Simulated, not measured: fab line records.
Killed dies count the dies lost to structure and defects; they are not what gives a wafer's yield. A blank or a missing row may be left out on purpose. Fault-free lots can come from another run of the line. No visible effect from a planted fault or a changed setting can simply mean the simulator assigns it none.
What tool caused it?	flow n5-finfet	30 wafers sampled from 10 lots at 1 step of a route of 1938

WHAT THE GAUGES SHOWED, per wafer
N5_BEOL_M4_RC_MEAS_101.
lot	measured	on	DIBL_N (mV/V)
L487	day 8 12:59	prober-02	38.3 38.4 36.6
L488	day 8 13:00	prober-01	35.3 35.1 35.1
L491	day 10 03:57	prober-02	37.9 39.7 38.8
L492	day 10 04:58	prober-01	36.9 40.6 38.2
L499	day 11 15:23	prober-01	37.7 36.5 37.2
L498	day 11 18:58	prober-01	38.2 37.7 40.6
L501	day 11 23:55	prober-01	34.3 35.2 35.1
L502	day 12 05:14	prober-01	36.0 37.1 35.8
L505	day 13 10:12	prober-01	34.7 34.3 37.2
L509	day 15 12:26	prober-01	35.8 37.7 35.5

EACH LOT AND THE TOOL THAT RAN IT (in order: tool; ch and the chambers of the sampled wafers; start)
Before these readings, the record contains no process step.

THE ANSWER, worked out from the rows above alone
Rule: the usual values come from the lots themselves. The widest of any qualifying gaps counts: lots, ordered by their means at a reading, are off when they make up no more than a third of the lots, leave a main group of 4 or more, and stand apart from it by 3 or more times the standard deviation of that group's means. If all means in a main group match to the digits the tables above print for the reading, that group is not used. A lot without any number at a reading at which 4 lots or more have one is off too. Any other lot the step has rows for is counted as sound.
None of the lots is off at any reading shown; this tells nothing.

WHAT THE SIMULATOR PUT IN
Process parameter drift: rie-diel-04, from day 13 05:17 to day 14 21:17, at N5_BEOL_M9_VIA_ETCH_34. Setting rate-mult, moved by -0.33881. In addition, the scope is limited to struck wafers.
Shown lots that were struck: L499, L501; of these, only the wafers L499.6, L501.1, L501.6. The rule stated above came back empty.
